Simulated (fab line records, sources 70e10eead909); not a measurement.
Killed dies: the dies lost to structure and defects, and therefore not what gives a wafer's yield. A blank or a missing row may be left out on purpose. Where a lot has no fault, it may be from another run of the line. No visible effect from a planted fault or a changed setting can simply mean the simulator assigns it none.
Matching of chambers	flow nand_harc	NHARC_A_SLIT_ETCH_24 on rie_diel-06: 4 sister chambers
The step etches the open film in CF4/CHF3, target depth 121 nm, time 60.5 s. 4 wafers are shown with their chamber, then 7 later ones without.

== WAFERS PAIRED WITH THEIR CHAMBERS ==
wafer	chamber	drypump_motor_current_A (A)
L082.1	0	5.6
L085.3	3	6.6
L090.1	2	5.3
L090.4	1	5.5

== WAFERS WHOSE CHAMBER IS MISSING ==
wafer	drypump_motor_current_A (A)
L090.5	5.6
L095.1	5.2
L095.2	5.5
L095.5	5.5
L096.3	6.6
L096.5	5.6
L096.6	5.2

== WHICH CHAMBER EACH WENT THROUGH ==
wafer	from the rows above	in truth
L090.5	can't be placed: 0 or 1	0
L095.1	2	2
L095.2	can't be placed: 1 or 0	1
L095.5	can't be placed: 1 or 0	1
L096.3	3	3
L096.5	can't be placed: 0 or 1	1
L096.6	2	2
3 of 7 placed correctly. Can't be placed from these rows: 4 (the true chamber is among the candidates in 4). Wrongly placed: 0.
How it was worked out, from the rows above alone: a wafer's distance from a chamber is the root of the sum, over the readings, of the square of ((its reading less the chamber's mean) divided by the reading's scatter). If the next closest chamber is less than 2 further off than the closest, the wafer can't be placed; otherwise it belongs to the closest. A chamber's mean is the mean of its shown wafers. The scatter (one wafer shown for each chamber): square how far every hidden wafer sits from the nearest shown wafer, average those squares and take the square root.
